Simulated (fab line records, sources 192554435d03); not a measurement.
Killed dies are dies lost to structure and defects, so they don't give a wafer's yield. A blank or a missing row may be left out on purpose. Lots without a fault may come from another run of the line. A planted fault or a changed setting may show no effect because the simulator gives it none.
fab line records | flow n5_finfet
record lots=10 wafers=28 last_day=18
route steps=1938 shown SD_EPI_N@278 BEOL_M4@1098 BEOL_M5@1116 PASSIVATION@1936
lots that met no fault: from a run of the same line without faults
start_h: hours from the record's first day to the start of the lot's first wafer shown | wait_h: hours since the lot's step before | " the same as in the row above | L1.1+2: a row that stands for several wafers | - no value, or no start given | * or withheld: withheld | < > ~ a bound
route shown NAME@n: a module of which the file shows steps, and the number in the route of the first | usual: mean/standard deviation of fault-free wafers | same: alike in all rows | chamber/n: place in a boat | sites: the reading at each site | _std_site: their standard deviation | _edge_site: outer sites' mean less inner sites' | radius_mm: how far each site lies from the wafer's centre | mask NAME#n: copy n | behind: the tool/chamber that last shaped the wafer | hold: why the lot was held/for how many hours/how that ended | device: the transistor (n, p or np) that didn't switch | end of line: the same wafers' tests at the end of the route | a step without rows: its recipe alone | killed: dies lost to structure and defects at the first sort, not the wafer's yield | map: a wafer's dies, x killed, . not, _ none there
set.NAME: the setting as run; set.NAME@STEP: as run at that earlier step | model.NAME: the simulator's own value behind a step, which no gauge read
steps of the route over a sample of lots; a table a step, a row a wafer
services: from which hour (start_h, from the record's first day; less than 0 if before it) a tool's chamber was out of use, for how many hours, and why
## steps
# step N5_SD_EPI_N_ETCH_45
# recipe chemistry=CH3F/O2 target=SiOCN target_depth_a=60 mask_material=SOC ion_energy_ev=60 bias_w=29 pressure_mtorr=15 source_w=410 Ar_flow_sccm=150 CH3F_flow_sccm=30 O2_flow_sccm=20
# usual drypump_motor_current_A=5.6/0.51 oes_product_au=0.80/0.091 rf_vpp_V=127.5/1 showerhead_plenum_p_Torr=2.00/0.06 throttle_valve_pct=23.1/0.34
# columns lot.wafer tool chamber start_h wait_h drypump_motor_current_A oes_product_au rf_hours_counter_h rf_vpp_V showerhead_plenum_p_Torr throttle_valve_pct
L698.2 rie_diel-02 3 50.33 0.1 5.8 0.87 63 127.7 2.02 23.0
L698.5 " 0 " " 5.7 0.92 - 127.9 1.96 23.0
L698.6 " 1 " " 6.0 0.76 - 127.0 2.06 23.3
L699.3 rie_diel-02 0 55.16 0.1 5.7 0.91 28 127.3 1.96 23.0
L699.4 " 3 " " 5.8 0.86 - 127.1 2.02 23.0
L699.6 " 0 " " 5.7 0.91 - 126.4 1.96 23.0
L700.1 rie_diel-05 2 61.93 0.1 5.6 0.84 65 127.5 2.03 23.3
L700.3 " 0 " " 5.2 0.84 59 128.0 1.96 23.1
L700.5 " 1 " " 4.8 0.69 - 128.4 1.96 22.8
L703.3 rie_diel-02 1 78.90 0.1 6.0 0.75 181 127.9 2.06 23.3
L703.5 " 3 " " 5.8 0.85 - 127.0 2.02 23.0
L703.6 " 0 " " 5.7 0.90 - 127.2 1.95 23.0
L706.3 rie_diel-02 1 96.70 0.1 6.0 0.75 186 127.6 2.06 23.3
L706.6 " 1 " " 6.0 0.74 - 127.2 2.06 23.3
L709.1 rie_diel-06 2 120.98 0.1 6.4 0.70 218 124.8 1.90 24.0
L709.3 " 3 " " 6.7 0.71 196 127.8 2.05 23.4
L709.4 " 0 " " 5.0 0.92 33 129.2 2.12 22.9
L710.1 rie_diel-02 1 131.31 0.1 6.0 0.73 198 129.0 2.05 23.3
L710.5 " 2 " " 5.3 0.91 - 129.7 2.11 22.7
L715.2 rie_diel-05 2 156.81 0.1 5.6 0.79 99 126.8 2.02 23.3
L715.5 " 2 " " 5.6 0.78 - 128.5 2.02 23.3
L715.6 " 3 " " 5.4 0.68 - 127.0 1.98 23.4
L716.4 rie_diel-05 3 157.54 0.1 5.4 0.68 235 128.0 1.98 23.4
L716.5 " 0 " " 5.3 0.80 - 126.4 1.95 23.2
L716.6 " 1 " " 4.9 0.95 - 126.3 1.95 22.5
L721.2 rie_diel-02 1 193.79 0.1 6.0 0.71 218 128.6 2.05 23.4
L721.3 " 0 " " 5.7 0.84 71 127.1 1.94 23.0
L721.5 " 2 " " 5.3 0.88 - 129.2 2.10 22.7
# step N5_BEOL_M4_SPUTTER_94
# recipe material=Cu target_thk_a=45 temp_c=-20 chamber_pressure_pa=0.07 power_w=withheld time_s=8.29
# usual susceptor_temp_C=-19.99/0.095 throttle_valve_pct=30.0/1.2
# columns lot.wafer tool chamber start_h wait_h susceptor_temp_C throttle_valve_pct
L699.3 pvd_sputter-02 - 161.69 0.1 -19.82 30.7
L699.4 " - " " -20.03 29.3
L699.6 " - " " -19.84 30.6
L698.2 pvd_sputter-01 - 176.68 0.1 -19.87 30.0
L698.5 " - " " -20.01 29.8
L698.6 " - " " -19.96 29.3
L700.1 pvd_sputter-02 - 177.05 0.1 -19.89 30.1
L700.3 " - " " -20.15 30.9
L700.5 " - " " -19.77 28.2
L703.3 pvd_sputter-01 - 194.48 0.1 -19.94 29.3
L703.5 " - " " -19.85 29.4
L703.6 " - " " -19.99 30.6
L706.3 pvd_sputter-03 - 208.78 0.1 -20.05 30.9
L706.6 " - " " -20.00 30.6
L709.1 pvd_sputter-01 - 231.70 0.1 -19.97 32.8
L709.3 " - " " -19.89 29.5
L709.4 " - " " -20.18 30.7
L710.1 pvd_sputter-03 - 240.77 0.1 -20.09 30.7
L710.5 " - " " -20.04 29.7
L715.2 pvd_sputter-03 - 267.81 0.1 -19.99 28.3
L715.5 " - " " -19.80 28.1
L715.6 " - " " -20.02 31.1
L716.4 pvd_sputter-02 - 287.83 0.1 -20.13 28.2
L716.5 " - " " -20.05 30.5
L716.6 " - " " -19.98 29.3
L721.2 pvd_sputter-02 - 307.23 0.1 -19.91 28.0
L721.3 " - " " -20.04 29.8
L721.5 " - " " -19.98 29.7
# step N5_BEOL_M4_INSPECT_59
# recipe inspect_instrument=darkfield mode=post_dep
# usual raw_defect_count=67/22
# columns lot.wafer tool chamber start_h wait_h raw_defect_count
L699.3 defect_inspect-02 - 163.17 0.0 54
L699.4 " - " " 46
L699.6 " - " " 27
L698.2 defect_inspect-01 - 177.98 0.0 55
L698.5 " - " " 90
L698.6 " - " " 70
L700.1 defect_inspect-01 - 178.34 0.0 63
L700.3 " - " " 115
L700.5 " - " " 75
L703.3 defect_inspect-01 - 195.77 0.0 65
L703.5 " - " " 86
L703.6 " - " " 71
L706.3 defect_inspect-01 - 210.18 0.0 49
L706.6 " - " " 51
L709.1 defect_inspect-01 - 233.36 0.0 68
L709.3 " - " " 90
L709.4 " - " " 66
L710.1 defect_inspect-01 - 242.06 0.0 75
L710.5 " - " " 79
L715.2 defect_inspect-01 - 269.19 0.0 45
L715.5 " - " " 47
L715.6 " - " " 61
L716.4 defect_inspect-01 - 289.20 0.0 85
L716.5 " - " " 91
L716.6 " - " " 36
L721.2 defect_inspect-01 - 308.53 0.0 43
L721.3 " - " " 46
L721.5 " - " " 30
# step N5_BEOL_M4_RC_MEAS_101
# usual DIBL_N=36.5/1.4 DIBL_P=36.6/1.9 IOFF_N=0.167/0.029 IOFF_P=0.21/0.033 ION_N=674/12 ION_P=460/8.9 RC_DENSE_N=19.2/0.44 RC_N=15.7/0.36 SS_N=71.6/0.57 SS_P=73.4/0.61 VT_N=249/3.3 VT_P=-250/3.3
# columns lot.wafer tool chamber start_h wait_h DIBL_N[mV/V] DIBL_P[mV/V] IOFF_N[nA/um] IOFF_P[nA/um] ION_N[uA/um] ION_P[uA/um] RC_DENSE_N[ohm.um] RC_N[ohm.um] SS_N[mV/dec] SS_P[mV/dec] VT_N[mV] VT_P[mV]
L699.3 prober-01 0 164.05 0.9 34.9 35.9 0.152 0.17 682 454 19.3 15.6 71.5 73.3 250 -254
L699.4 " 0 " " 34.5 35.7 0.133 0.18 660 449 18.9 15.5 71.4 73.7 251 -253
L699.6 " 0 " " 37.4 37.8 0.186 0.20 670 453 18.5 15.2 72.5 73.2 244 -253
L698.2 prober-01 0 178.16 0.2 33.5 31.3 0.126 0.18 677 470 19.3 15.8 70.3 72.9 250 -249
L698.5 " 0 " " 36.6 35.8 0.180 0.25 694 480 19.4 15.9 71.8 73.1 245 -247
L698.6 " 0 " " 33.2 31.9 0.119 0.18 671 460 19.6 15.9 70.9 72.5 252 -250
L700.1 prober-02 0 178.37 0.0 36.0 36.0 0.160 0.20 664 454 18.7 15.3 71.5 73.9 250 -252
L700.3 " 0 " " 34.5 33.9 0.134 0.18 657 450 18.8 15.4 71.3 73.7 252 -256
L700.5 " 0 " " 38.5 39.2 0.214 0.26 674 459 18.9 15.4 72.6 74.7 244 -247
L703.3 prober-01 0 196.11 0.3 35.8 34.7 0.145 0.19 660 451 19.5 16.1 71.2 73.5 249 -251
L703.5 " 0 " " 35.5 34.8 0.150 0.20 681 465 20.1 16.2 71.0 73.2 250 -249
L703.6 " 0 " " 37.0 36.7 0.172 0.23 667 460 19.7 15.9 70.9 73.8 248 -248
L706.3 prober-02 0 210.51 0.3 34.5 35.3 0.143 0.18 666 457 21.4 17.6 71.3 73.0 250 -253
L706.6 " 0 " " 37.7 38.0 0.191 0.23 679 467 19.8 16.0 72.2 74.1 245 -249
L709.1 prober-01 0 233.39 0.0 37.6 37.8 0.174 0.24 669 461 19.6 16.0 71.9 73.7 250 -250
L709.3 " 0 " " 36.9 38.0 0.172 0.26 694 477 19.0 15.5 71.3 73.5 248 -247
L709.4 " 0 " " 36.2 36.3 0.153 0.22 684 468 19.2 15.6 71.9 73.2 249 -247
L710.1 prober-02 0 242.09 0.0 36.1 36.7 0.147 0.17 657 449 20.7 16.7 71.7 73.6 250 -255
L710.5 " 0 " " 36.5 36.7 0.158 0.17 672 448 19.7 15.8 72.3 73.9 247 -255
L715.2 prober-02 0 269.37 0.2 35.6 35.7 0.135 0.16 662 445 19.8 16.0 71.4 72.4 255 -255
L715.5 " 0 " " 36.2 36.2 0.152 0.17 664 446 19.6 16.0 70.7 73.0 249 -255
L715.6 " 0 " " 37.4 37.4 0.164 0.20 674 454 19.7 16.0 72.3 72.9 251 -255
L716.4 prober-01 0 289.69 0.5 37.9 38.4 0.174 0.24 668 462 18.5 15.1 72.1 73.4 248 -251
L716.5 " 0 " " 39.4 41.1 0.228 0.29 703 481 19.0 15.4 71.8 74.9 245 -247
L716.6 " 0 " " 38.6 38.5 0.181 0.23 658 452 18.8 15.5 71.8 73.6 250 -251
L721.2 prober-01 0 308.71 0.2 35.2 34.8 0.133 0.19 649 452 19.2 15.7 72.1 72.1 252 -252
L721.3 " 0 " " 35.4 35.0 0.141 0.20 670 462 18.4 14.9 71.4 72.8 250 -251
L721.5 " 0 " " 36.6 36.5 0.165 0.21 663 447 18.6 15.2 72.4 71.9 249 -251
# step N5_BEOL_M5_HM_DEP_02
# recipe material=TiN target_thk_a=200 temp_c=25 chamber_pressure_pa=0.49996
# usual susceptor_temp_C=24.99/0.11 throttle_valve_pct=29.9/1.2
# columns lot.wafer tool chamber start_h wait_h susceptor_temp_C throttle_valve_pct
L699.3 pvd_sputter-01 - 165.38 0.0 25.08 29.1
L699.4 " - " " 25.03 32.9
L699.6 " - " " 25.19 29.2
L698.2 pvd_sputter-01 - 182.06 2.4 25.16 29.3
L698.5 " - " " 24.93 32.7
L698.6 " - " " 25.05 30.8
L700.1 pvd_sputter-02 - 182.21 1.9 24.82 30.7
L700.3 " - " " 25.02 28.2
L700.5 " - " " 24.85 30.5
L703.3 pvd_sputter-01 - 198.40 1.0 25.05 32.7
L703.5 " - " " 24.91 30.6
L703.6 " - " " 24.98 32.8
L706.3 pvd_sputter-02 - 212.92 1.1 25.12 28.1
L706.6 " - " " 25.01 29.5
L709.1 pvd_sputter-01 - 235.67 0.5 24.91 32.7
L709.3 " - " " 25.00 30.8
L709.4 " - " " 24.94 29.2
L710.1 pvd_sputter-02 - 244.22 0.5 25.15 30.3
L710.5 " - " " 24.99 28.3
L715.2 pvd_sputter-03 - 272.73 1.4 25.07 31.1
L715.5 " - " " 25.17 30.1
L715.6 " - " " 24.90 31.0
L716.4 pvd_sputter-03 - 291.43 0.6 24.81 30.8
L716.5 " - " " 24.91 30.9
L716.6 " - " " 25.05 29.9
L721.2 pvd_sputter-02 - 311.15 1.0 24.98 30.4
L721.3 " - " " 25.22 29.4
L721.5 " - " " 24.97 29.2
# step N5_PASSIVATION_PROBE_49
# usual defect_limited_yield=91.2/1.6 killed_at_M0_to_M3=34/11 killed_at_M4_up=14/5.7 killed_at_contacts=14/6.6 killed_at_front_end=37/10 killed_at_other=4/3.2 killed_dies=104/19 killed_open=69/13 killed_short=33/8.7 sort_bin_5_function=5.1/1 sort_bin_6_memory=3.3/0.76 sort_bin_8_speed=0.00/0.016 sort_n_pass=1076/19 sort_yield_pct=91.2/1.6
# same gross_dies=1180 killed_at_back_side=0 sort_bin_4_leakage[%]=0
# columns lot.wafer tool chamber start_h wait_h defect_limited_yield[%] killed_at_M0_to_M3 killed_at_M4_up killed_at_contacts killed_at_front_end killed_at_other killed_dies killed_open killed_short sort_bin_5_function[%] sort_bin_6_memory[%] sort_bin_8_speed[%] sort_n_pass sort_yield_pct[%]
L699.3 prober-02 - 256.47 0.1 89.7 47 11 29 32 2 121 78 38 6.3 3.6 0 1059 89.7
L699.4 prober-02 - 256.52 0.2 91.9 34 20 14 25 3 96 69 25 4.7 3.1 0 1084 91.9
L699.6 prober-02 - 256.62 0.3 90.5 44 10 18 37 3 112 66 42 6.2 2.6 0.08 1068 90.5
L698.2 prober-02 - 273.83 0.1 89.2 40 17 18 47 5 127 89 37 6.9 3.5 0 1053 89.2
L698.5 prober-02 - 273.98 0.2 87.9 52 19 13 55 4 143 105 38 7.7 4.0 0 1037 87.9
L698.6 prober-02 - 274.03 0.3 92.8 25 17 9 30 4 85 50 34 4.1 3.1 0 1095 92.8
L700.1 prober-01 - 275.80 0.1 93.1 36 11 6 21 7 81 55 25 3.2 3.6 0 1099 93.1
L700.3 prober-01 - 275.90 0.2 93.7 24 10 10 27 3 74 44 30 4.2 1.9 0 1106 93.7
L700.5 prober-01 - 276.00 0.3 94.4 19 10 11 23 3 66 41 23 4.0 1.4 0 1114 94.4
L703.3 prober-01 - 284.68 0.1 89.1 50 27 12 35 5 129 81 46 6.3 4.2 0 1051 89.1
L703.5 prober-01 - 284.78 0.2 88.8 50 22 18 40 2 132 92 40 7.3 3.7 0 1048 88.8
L703.6 prober-01 - 284.83 0.3 86.6 79 19 19 40 1 158 99 58 7.2 5.6 0 1022 86.6
L706.3 prober-02 - 308.79 0.1 91.7 39 9 35 14 1 98 68 30 4.7 3.3 0 1082 91.7
L706.6 prober-02 - 308.94 0.3 94.2 19 13 11 23 2 68 47 21 3.1 2.5 0 1112 94.2
L709.1 prober-01 - 331.48 0.0 94.0 27 9 13 17 5 71 48 21 3.1 2.7 0 1109 94.0
L709.3 prober-01 - 331.58 0.1 90.8 36 26 13 30 4 109 80 26 5.4 3.5 0 1071 90.8
L709.4 prober-01 - 331.63 0.2 90.8 35 21 22 25 6 109 75 31 5.5 3.5 0 1071 90.8
L710.1 prober-02 - 343.82 0.0 90.6 28 11 16 52 4 111 69 31 5.4 2.7 0 1069 90.6
L710.5 prober-02 - 344.02 0.2 91.4 23 11 16 48 3 101 65 24 4.7 2.7 0 1079 91.4
L715.2 prober-02 - 379.13 0.1 90.7 40 14 16 40 0 110 74 36 5.5 3.1 0 1070 90.7
L715.5 prober-02 - 379.28 0.2 92.7 24 7 12 42 1 86 51 32 4.2 2.8 0 1094 92.7
L715.6 prober-02 - 379.33 0.3 92.2 31 12 15 34 0 92 61 31 4.7 2.8 0 1088 92.2
L716.4 prober-01 - 395.88 0.2 93.1 19 12 7 35 8 81 50 29 3.8 3.0 0 1099 93.1
L716.5 prober-01 - 395.93 0.2 90.7 36 11 12 44 7 110 71 39 5.0 4.0 0 1070 90.7
L716.6 prober-01 - 395.98 0.3 91.1 45 6 10 39 5 105 73 31 5.3 3.5 0 1075 91.1
L721.2 prober-02 - 425.39 0.1 91.5 32 7 20 28 13 100 68 31 4.7 3.6 0 1080 91.5
L721.3 prober-02 - 425.44 0.1 91.1 35 17 11 29 13 105 53 52 4.8 3.6 0 1075 91.1
L721.5 prober-02 - 425.54 0.2 91.5 31 16 9 32 12 100 66 32 5.6 2.7 0 1080 91.5
# killed by level:class
L699.3 MOL_CONTACT_COAG:geometric_particle:open=18 BEOL_M0_SAQP:geometric_particle:short=13 MOL_CONTACT_COAG:geometric_particle:short=11 BEOL_M0_SAQP:geometric_particle:open=10 BEOL_M3:geometric_particle:open=8 FIN_SAQP:geometric_particle:open=7 BEOL_M4:geometric_particle:open=7 BEOL_M2:geometric_particle:open=6
L699.4 MOL_CONTACT_COAG:geometric_particle:open=13 BEOL_M4:geometric_particle:open=9 BEOL_M0_SAQP:geometric_particle:open=8 BEOL_M2:geometric_particle:open=6 BEOL_M3:geometric_particle:open=6 BEOL_M0_SAQP:geometric_particle:short=5 SPACER0:geometric_particle:open=4 GATE_CUT:geometric_particle:short=4
L699.6 BEOL_M0_SAQP:geometric_particle:open=13 MOL_CONTACT_COAG:geometric_particle:open=12 BEOL_M0_SAQP:geometric_particle:short=11 FIN_SAQP:geometric_particle:open=7 MOL_CONTACT_COAG:geometric_particle:short=6 BEOL_M4:geometric_particle:open=6 BEOL_M3:geometric_particle:open=5 BEOL_M2:geometric_particle:open=5
L698.2 FIN_SAQP:geometric_particle:open=20 MOL_CONTACT_COAG:geometric_particle:open=16 BEOL_M0_SAQP:geometric_particle:short=9 BEOL_M1:geometric_particle:open=7 STI_FIN_REVEAL:geometric_particle:open=6 BEOL_M2:geometric_particle:open=6 BEOL_M3:geometric_particle:open=6 BEOL_M4:geometric_particle:open=6
L698.5 FIN_SAQP:geometric_particle:open=19 BEOL_M0_SAQP:geometric_particle:open=17 STI_FIN_REVEAL:geometric_particle:open=9 MOL_CONTACT_COAG:geometric_particle:open=9 BEOL_M0_SAQP:geometric_particle:short=9 BEOL_M2:geometric_particle:open=9 BEOL_M3:geometric_particle:open=8 BEOL_M8:geometric_particle:open=6
L698.6 FIN_SAQP:geometric_particle:open=8 MOL_CONTACT_COAG:geometric_particle:open=8 FIN_SAQP:geometric_particle:short=7 BEOL_M2:geometric_particle:open=6 GATE_CUT:geometric_particle:short=4 BEOL_M0_SAQP:geometric_particle:short=4 BEOL_M0:geometric_particle:open=4 BEOL_M4:geometric_particle:open=4
L700.1 BEOL_M1:geometric_particle:open=10 STI_FIN_REVEAL:geometric_particle:open=8 BEOL_M0_SAQP:geometric_particle:open=7 BEOL_M0_SAQP:geometric_particle:short=5 BEOL_M1:geometric_particle:short=5 MOL_CONTACT_COAG:geometric_particle:open=4 BEOL_M3:geometric_particle:open=4 BEOL_M4:geometric_particle:open=4
L700.3 MOL_CONTACT_COAG:geometric_particle:open=9 STI_FIN_REVEAL:geometric_particle:open=6 BEOL_M4:geometric_particle:open=5 BEOL_M0_SAQP:geometric_particle:short=4 BEOL_M0_SAQP:geometric_particle:open=4 BEOL_M0:geometric_particle:short=4 BEOL_M1:geometric_particle:short=4 STARTING-WAFER:geometric_particle:open=4
L700.5 MOL_CONTACT_COAG:geometric_particle:open=8 GATE_CUT:geometric_particle:short=7 BEOL_M3:geometric_particle:open=6 BEOL_M0_SAQP:geometric_particle:open=4 ILD0:geometric_particle:short=3 MOL_CONTACT_COAG:geometric_particle:short=3 BEOL_M1:geometric_particle:open=3 BEOL_M5:geometric_particle:open=3
L703.3 BEOL_M4:geometric_particle:open=18 MOL_CONTACT_COAG:geometric_particle:open=11 BEOL_M0_SAQP:geometric_particle:open=11 BEOL_M0_SAQP:geometric_particle:short=11 FIN_SAQP:geometric_particle:open=10 BEOL_M1:geometric_particle:open=9 FIN_SAQP:geometric_particle:short=7 BEOL_M1:geometric_particle:short=6
L703.5 MOL_CONTACT_COAG:geometric_particle:open=14 BEOL_M1:geometric_particle:open=13 BEOL_M4:geometric_particle:open=13 FIN_SAQP:geometric_particle:short=9 BEOL_M0_SAQP:geometric_particle:short=9 BEOL_M0:geometric_particle:open=8 BEOL_M3:geometric_particle:open=6 FIN_SAQP:geometric_particle:open=5
L703.6 BEOL_M0_SAQP:geometric_particle:open=25 BEOL_M0_SAQP:geometric_particle:short=23 MOL_CONTACT_COAG:geometric_particle:open=17 FIN_SAQP:geometric_particle:short=12 BEOL_M1:geometric_particle:open=10 BEOL_M4:geometric_particle:open=10 BEOL_M2:geometric_particle:open=9 FIN_SAQP:geometric_particle:open=5
L706.3 MOL_CONTACT_COAG:geometric_particle:open=31 BEOL_M0_SAQP:geometric_particle:open=15 BEOL_M0_SAQP:geometric_particle:short=13 MOL_CONTACT_COAG:geometric_particle:short=4 BEOL_M4:geometric_particle:open=3 BEOL_M1:geometric_particle:short=3 BEOL_M1:geometric_particle:open=3 BEOL_M3:geometric_particle:open=3
L706.6 MOL_CONTACT_COAG:geometric_particle:open=10 STI_FIN_REVEAL:geometric_particle:open=8 BEOL_M4:geometric_particle:open=6 BEOL_M1:geometric_particle:open=5 BEOL_M0_SAQP:geometric_particle:short=5 BEOL_M7:geometric_particle:open=4 GATE_CUT:geometric_particle:short=4 BEOL_M2:geometric_particle:open=4
L709.1 MOL_CONTACT_COAG:geometric_particle:open=10 BEOL_M1:geometric_particle:open=7 GATE_CUT:geometric_particle:short=6 BEOL_M0:geometric_particle:open=4 BEOL_M2:geometric_particle:open=4 BEOL_M3:geometric_particle:open=4 STI_FIN_REVEAL:geometric_particle:open=3 DUMMY_GATE:geometric_particle:open=2
L709.3 BEOL_M4:geometric_particle:open=14 MOL_CONTACT_COAG:geometric_particle:open=11 DUMMY_GATE:geometric_particle:open=8 BEOL_M0_SAQP:geometric_particle:short=8 BEOL_M0_SAQP:geometric_particle:open=7 BEOL_M2:geometric_particle:open=6 STI_FIN_REVEAL:geometric_particle:open=5 BEOL_M3:geometric_particle:open=5
L709.4 MOL_CONTACT_COAG:geometric_particle:open=14 BEOL_M4:geometric_particle:open=10 BEOL_M1:geometric_particle:open=9 BEOL_M0_SAQP:geometric_particle:short=8 FIN_SAQP:geometric_particle:open=7 MOL_CONTACT_COAG:geometric_particle:short=6 BEOL_M0_SAQP:geometric_particle:open=5 BEOL_M5:geometric_particle:open=4
L710.1 FIN_SAQP:geometric_particle:open=16 MOL_CONTACT_COAG:geometric_particle:open=13 BEOL_M2:geometric_particle:open=9 HKMG_FIN:area_etch=7 FIN_SAQP:geometric_particle:short=6 ILD0:geometric_particle:short=5 BEOL_M0_SAQP:geometric_particle:open=5 GATE_CUT:geometric_particle:short=4
L710.5 MOL_CONTACT_COAG:geometric_particle:open=13 DUMMY_GATE:geometric_particle:open=12 HKMG_FIN:area_etch=11 STI_FIN_REVEAL:geometric_particle:open=8 BEOL_M2:geometric_particle:open=8 BEOL_M1:geometric_particle:open=6 BEOL_M0_SAQP:geometric_particle:short=5 ILD0:geometric_particle:open=4
L715.2 FIN_SAQP:geometric_particle:short=13 MOL_CONTACT_COAG:geometric_particle:open=13 BEOL_M2:geometric_particle:open=10 BEOL_M3:geometric_particle:open=9 FIN_SAQP:geometric_particle:open=7 BEOL_M1:geometric_particle:open=7 BEOL_M0_SAQP:geometric_particle:short=5 GATE_CUT:geometric_particle:short=5
L715.5 MOL_CONTACT_COAG:geometric_particle:open=10 FIN_SAQP:geometric_particle:short=8 BEOL_M0_SAQP:geometric_particle:short=6 BEOL_M1:geometric_particle:open=6 STI_FIN_REVEAL:geometric_particle:open=5 BEOL_M0_SAQP:geometric_particle:open=5 STARTING-WAFER:geometric_particle:short=5 STARTING-WAFER:geometric_particle:open=4
L715.6 MOL_CONTACT_COAG:geometric_particle:open=13 BEOL_M1:geometric_particle:open=11 FIN_SAQP:geometric_particle:open=9 BEOL_M3:geometric_particle:open=8 GATE_CUT:geometric_particle:short=7 FIN_SAQP:geometric_particle:short=5 BEOL_M2:geometric_particle:open=4 BEOL_M2:geometric_particle:short=4
L716.4 FIN_SAQP:geometric_particle:open=11 BEOL_M0_SAQP:geometric_particle:open=7 FIN_SAQP:geometric_particle:short=6 GATE_CUT:geometric_particle:short=6 BEOL_M0_SAQP:geometric_particle:short=6 MOL_CONTACT_COAG:geometric_particle:open=5 BEOL_M4:geometric_particle:open=5 STI_FIN_REVEAL:geometric_particle:open=3
L716.5 FIN_SAQP:geometric_particle:open=12 MOL_CONTACT_COAG:geometric_particle:open=10 FIN_SAQP:geometric_particle:short=8 BEOL_M3:geometric_particle:open=8 BEOL_M1:geometric_particle:open=7 BEOL_M2:geometric_particle:open=7 GATE_CUT:geometric_particle:short=6 STARTING-WAFER:geometric_particle:short=5
L716.6 BEOL_M3:geometric_particle:open=21 GATE_CUT:geometric_particle:short=9 FIN_SAQP:geometric_particle:open=8 MOL_CONTACT_COAG:geometric_particle:open=8 BEOL_M0_SAQP:geometric_particle:open=8 STI_FIN_REVEAL:geometric_particle:open=7 DUMMY_GATE:geometric_particle:open=4 FIN_SAQP:geometric_particle:short=3
L721.2 MOL_CONTACT_COAG:geometric_particle:open=17 BEOL_M3:geometric_particle:open=9 BEOL_M0_SAQP:geometric_particle:open=6 FIN_SAQP:geometric_particle:short=5 FIN_SAQP:geometric_particle:open=4 BEOL_M0_SAQP:geometric_particle:short=4 BEOL_M2:geometric_particle:open=4 BEOL_M4:geometric_particle:open=4
L721.3 BEOL_M3:geometric_particle:open=12 FIN_SAQP:geometric_particle:short=11 BEOL_M4:geometric_particle:open=8 MOL_CONTACT_COAG:geometric_particle:open=7 BEOL_M1:geometric_particle:open=6 MOL_CONTACT_COAG:geometric_particle:short=4 BEOL_M4:geometric_particle:short=4 PAD_METAL:geometric_particle:open=4
L721.5 FIN_SAQP:geometric_particle:open=8 MOL_CONTACT_COAG:geometric_particle:open=8 BEOL_M0_SAQP:geometric_particle:open=7 BEOL_M0:geometric_particle:open=6 BEOL_M1:geometric_particle:open=6 PASS1_CAP:geometric_particle:open=6 FIN_SAQP:geometric_particle:short=5 BEOL_M4:geometric_particle:open=5
## services
# columns tool chamber start_h hours kind
rie_diel-02 2 39.15 - clean
rie_diel-02 2 39.15 - consumable_replace:focus_ring
rie_diel-02 2 39.15 - consumable_replace:showerhead
rie_diel-02 2 39.15 21.0 scheduled_down
rie_diel-02 2 39.15 21.0 vent_cycle
pvd_sputter-03 - 45.74 2.7 repair
rie_diel-05 3 54.01 8.8 repair
pvd_sputter-01 - 70.44 1.0 repair
rie_diel-06 0 79.05 8.7 repair
rie_diel-02 1 87.10 2.7 repair
rie_diel-02 0 122.41 2.5 repair
rie_diel-05 1 129.72 - clean
rie_diel-05 1 129.72 - consumable_replace:focus_ring
rie_diel-05 1 129.72 12.8 scheduled_down
rie_diel-05 1 129.72 12.8 vent_cycle
rie_diel-02 0 151.41 1.6 repair
rie_diel-06 2 168.37 33.9 repair
rie_diel-06 - 195.13 28.1 pm
rie_diel-05 - 250.18 0.4 repair
rie_diel-02 1 268.76 - clean
rie_diel-02 1 268.76 - consumable_replace:focus_ring
rie_diel-02 1 268.76 20.5 scheduled_down
rie_diel-02 1 268.76 20.5 vent_cycle
pvd_sputter-03 - 309.90 0.8 repair
## key
first_sign step=N5_BEOL_M4_RC_MEAS_101 reading=RC_N direction=up sigmas=4.1 usual=15.7 struck=17.1
effect step=N5_BEOL_M4_RC_MEAS_101 reading=RC_DENSE_N direction=up sigmas=4 usual=19.2 struck=21.0
met_at N5_SD_EPI_N_ETCH_45
struck_lots L706,L710
struck_wafers L706.3,L710.1
baseline_loss step=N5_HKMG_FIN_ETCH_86 wafers=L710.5
not_acting_at N5_BEOL_M4_SPUTTER_94,N5_BEOL_M4_INSPECT_59,N5_BEOL_M5_HM_DEP_02
onset_between 78.90 96.70
fault kind=process_parameter_drift tool=rie_diel-02 chamber=- onset_h=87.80 steps=N5_SD_EPI_N_ETCH_45 channel=target_depth_a offset=-43.741 shape=step end_h=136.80 scope=struck_wafers_only acts_in=these_recipes_only stated=60
# baseline_loss: these wafers lose ten dies or more at that step, a loss of the line's own and not of a fault; the sort's usual values leave them out
